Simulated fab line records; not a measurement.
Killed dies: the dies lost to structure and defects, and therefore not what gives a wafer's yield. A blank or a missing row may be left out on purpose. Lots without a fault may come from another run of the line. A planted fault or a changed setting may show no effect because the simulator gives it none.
Lot-split experiment | flow n5 finfet | route with 1938 steps; 7 lots, 39 wafers read

SPLIT DETAILS
At N5_BEOL_M14_DEP_53 (deposits SiCN from 3MS/NH3, target thk 50 nm, time 17.8 s), the setting time s was moved away from the recipe's 17.8 s on 15 of the 39 wafers read, by -53.5% to +46.9%. The other wafers ran this setting at the recipe's value.

Reading taken at the split's own step.

THE READING
SiCN_of_BEOL_M14_DEP_53.thk nm (the simulator's own value, which no gauge read), in nm, at N5_BEOL_M14_DEP_53 (deposits SiCN from 3MS/NH3, target thk 50 nm, time 17.8 s). There is no usual value for it anywhere in the file. Here, 24 wafers ran the recipe; their average is 50.1 nm with a standard deviation of 0.8 nm.

wafer  | tool, chamber at the split | time s as run, s | against the recipe | SiCN_of_BEOL_M14_DEP_53.thk nm, nm | against lot-mates on the recipe
L078.1 | pecvd-01, 1,0              | 17.8             | recipe             | 48.6                               | -
L078.3 | pecvd-01, 1,0              | 17.8             | recipe             | 48.6                               | -
L078.2 | pecvd-01, 2                | 25.35            | +42.4%             | 69.2                               | +20.4
L078.4 | pecvd-01, 1                | 17.8             | recipe             | 49.2                               | -
L078.5 | pecvd-01, 2                | 25.35            | +42.4%             | 70.4                               | +21.6
L078.6 | pecvd-01, 0                | 25.35            | +42.4%             | 71                                 | +22.2
L085.1 | pecvd-01, 2                | 17.8             | recipe             | 49.2                               | -
L085.2 | pecvd-01, 0                | 17.8             | recipe             | 50.4                               | -
L085.3 | pecvd-01, 1                | 17.8             | recipe             | 49.6                               | -
L085.4 | pecvd-01, 1                | 17.8             | recipe             | 50.6                               | -
L085.5 | pecvd-01, 0                | 17.8             | recipe             | 50.8                               | -
L085.6 | pecvd-01, 2                | 17.8             | recipe             | 49.8                               | -
L087.1 | pecvd-01, 1,2              | 17.8             | recipe             | 49.6                               | -
L087.3 | pecvd-01, 1,2              | 17.8             | recipe             | 49.6                               | -
L087.2 | pecvd-01, 0                | 26.15            | +46.9%             | 72.6                               | +22.7
L087.4 | pecvd-01, 1                | 17.8             | recipe             | 50.4                               | -
L087.5 | pecvd-01, 2                | 26.15            | +46.9%             | 73.2                               | +23.3
L087.6 | pecvd-01, 0                | 26.15            | +46.9%             | 74                                 | +24.1
L084.2 | pecvd-03, 2                | 17.8             | recipe             | 50.6                               | -
L084.4 | pecvd-03, 0,2              | 17.8             | recipe             | 51.2                               | -
L084.5 | pecvd-03, 0,2              | 17.8             | recipe             | 51.2                               | -
L089.1 | pecvd-01, 1                | 8.272            | -53.5%             | 23.2                               | -27.3
L089.2 | pecvd-01, 2                | 17.8             | recipe             | 49.2                               | -
L089.3 | pecvd-01, 0                | 8.272            | -53.5%             | 24.2                               | -26.3
L089.4 | pecvd-01, 2                | 8.272            | -53.5%             | 23.6                               | -26.9
L089.5 | pecvd-01, 0                | 17.8             | recipe             | 51.8                               | -
L089.6 | pecvd-01, 1                | 17.8             | recipe             | 50.4                               | -
L093.1 | pecvd-01, 2,0              | 12.25            | -31.2%             | 34.2                               | -16.0
L093.3 | pecvd-01, 2,0              | 12.25            | -31.2%             | 34.2                               | -16.0
L093.2 | pecvd-01, 1                | 12.25            | -31.2%             | 35.2                               | -15.0
L093.4 | pecvd-01, 0                | 17.8             | recipe             | 50.2                               | -
L093.5 | pecvd-01, 2                | 17.8             | recipe             | 49.8                               | -
L093.6 | pecvd-01, 1                | 17.8             | recipe             | 50.6                               | -
L095.1 | pecvd-01, 2                | 17.8             | recipe             | 49.6                               | -
L095.2 | pecvd-01, 1                | 14.19            | -20.3%             | 40.8                               | -9.3
L095.3 | pecvd-01, 0                | 17.8             | recipe             | 50                                 | -
L095.4 | pecvd-01, 1                | 14.19            | -20.3%             | 41.4                               | -8.7
L095.5 | pecvd-01, 0                | 14.19            | -20.3%             | 41.2                               | -8.9
L095.6 | pecvd-01, 2                | 17.8             | recipe             | 50.6                               | -
If several chambers appear in one row, that row covers several wafers at once and the file leaves open which wafer was in which chamber.

FIT RESULTS
A straight line over all 39 wafers: SiCN_of_BEOL_M14_DEP_53.thk nm changes by +0.487 nm for each +1% of time s; r = +1.00; the points scatter about the line by 0.8 nm.
The same after taking each lot's own level away (the mean of its wafers on the recipe; 39 wafers): +0.498 nm for each +1%; r = +1.00; scatter 0.64 nm.
That fit puts the effect of the largest move of time s on the reading at 27 nm.
The lots' own levels span 48.80 to 51.00 nm, that is 2.8 times the standard deviation above.
Hence the lot-to-lot level has little effect on the slope; both slopes agree.
Check: for one of the wafers moved furthest among these (-53.5%), held out of the fit, the line's prediction against its lot-mates is -26.5 nm. It came out at -27.3 nm against them.

FILE'S OWN FIT
SiCN_of_BEOL_M14_DEP_53.thk nm changes by +0.498 nm for each +1% of time s, r = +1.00.
